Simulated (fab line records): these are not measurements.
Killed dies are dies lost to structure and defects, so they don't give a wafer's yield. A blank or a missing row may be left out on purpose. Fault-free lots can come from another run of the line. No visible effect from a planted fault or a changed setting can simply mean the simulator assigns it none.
Problem report in the 8D (eight disciplines) form, filled by code || flow n5_finfet || the parts of the form that need people (team, actions taken, sign-off) are left out

== 1. PROBLEM STATEMENT ==
Wafers without a fault read 5.17 s, standard deviation 0.1; etch_rf_on_time_s at N5_BEOL_M3_ETCH_74 reads a mean of 6.10 s on 3 wafers belonging to 2 lots. Measured from the usual mean, that is +9.3 standard deviations.
The step: etches underlayer in N2/H2, target depth 6.5 nm, time 5.2 s.
Earliest sighting: wafer L148.1 on rie_diel-01 at day 12 00:58. At this step, 27 wafers from 10 lots have a number in the record. By rule, "out" or "out of limits" means more than 4 standard deviations away from the usual mean. The rest of the wafers with a number are treated as sound.

== 2. WHAT THIS IS AND IS NOT ==
{"question": "which readings at this step", "is": "etch_rf_on_time_s", "is not": "drypump_motor_current_A, oes_product_au, rf_vpp_V, showerhead_plenum_p_Torr, throttle_valve_pct"}
{"question": "which lots", "is": "L148, L150", "is not": "L130, L131, L132, L136, L137, L139, L141, L152"}
{"question": "which wafers of those lots", "is": "L148.1, L150.1, L150.4", "is not": "L148.6"}
{"question": "read on which tools", "is": "rie_diel-01", "is not": "rie_diel-04"}
{"question": "when", "is": "from day 12 00:58", "is not": "up to then (21 sound wafers); but 3 sound wafers of L152 came after"}

== 3. WHAT RULES OUT EACH SUSPECT ==
Counting: if a tool at a process step up to the reading ran every lot that is out, it stays a suspect. Sound lots after the first of them don't rule it out here, since some wafers of a struck lot are sound.
- cvd_co-01 at N5_BEOL_M2_CO_CAP_55 (material Co, precursor CCTBA/H2, target thk 2 nm, time 102.1 s): kept. Ran every lot that is out, first one L148 (day 11 22:49); last sound lot up to then L141 (day 10 04:02).
- rie_diel-01 at N5_BEOL_M3_ETCH_74 (etches underlayer in N2/H2, target depth 6.5 nm, time 5.2 s): kept. Ran every lot that is out, first one L148 (day 12 00:58); last sound lot up to then L141 (day 10 05:40). Out on those wafers are its own readings of etch_rf_on_time_s.
- Within rie_diel-01 at N5_BEOL_M3_ETCH_74: the wafers that are out ran in chambers 1, 2; their sound lot-mates ran in chamber 3.
Left after counting: cvd_co-01 at N5_BEOL_M2_CO_CAP_55, rie_diel-01 at N5_BEOL_M3_ETCH_74.

== 4. THE CAUSE (what the simulator had put in) ==
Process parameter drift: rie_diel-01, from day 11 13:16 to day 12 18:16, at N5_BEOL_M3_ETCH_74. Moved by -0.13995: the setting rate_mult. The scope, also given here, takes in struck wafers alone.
This tool is one of the 2 suspects left after counting.

== 5. THE CHAIN OF EFFECTS, in route order ==
Rows list readings where the struck wafers' mean (over those with a number) sits beyond 3 standard deviations from the usual. Only readings for which the record gives a usual standard deviation are gone through. hours: the time from each lot's start at the first step in this table that gives one to its start at this step, as a median over the lots. sigmas: the change in usual standard deviations.
{"hours": 0, "step": "N5_BEOL_M3_ETCH_74", "reading": "etch_rf_on_time_s", "usual": "5.17 s", "on struck wafers": 6.10, "change": "+0.93", "sigmas": "+9.3"}
Its process steps:
- N5_BEOL_M3_ETCH_74: etches underlayer in N2/H2, target depth 6.5 nm, time 5.2 s.
Later steps that measure or inspect, where all struck wafers having a row at the step show a number for every such reading and not one has moved that far: N5_BEOL_M4_RC_MEAS_101.

== 6. WHAT WOULD HAVE CAUGHT IT SOONER ==
First out-of-limits reading in this record: day 12 00:58, which is 12 hours after fault onset at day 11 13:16.
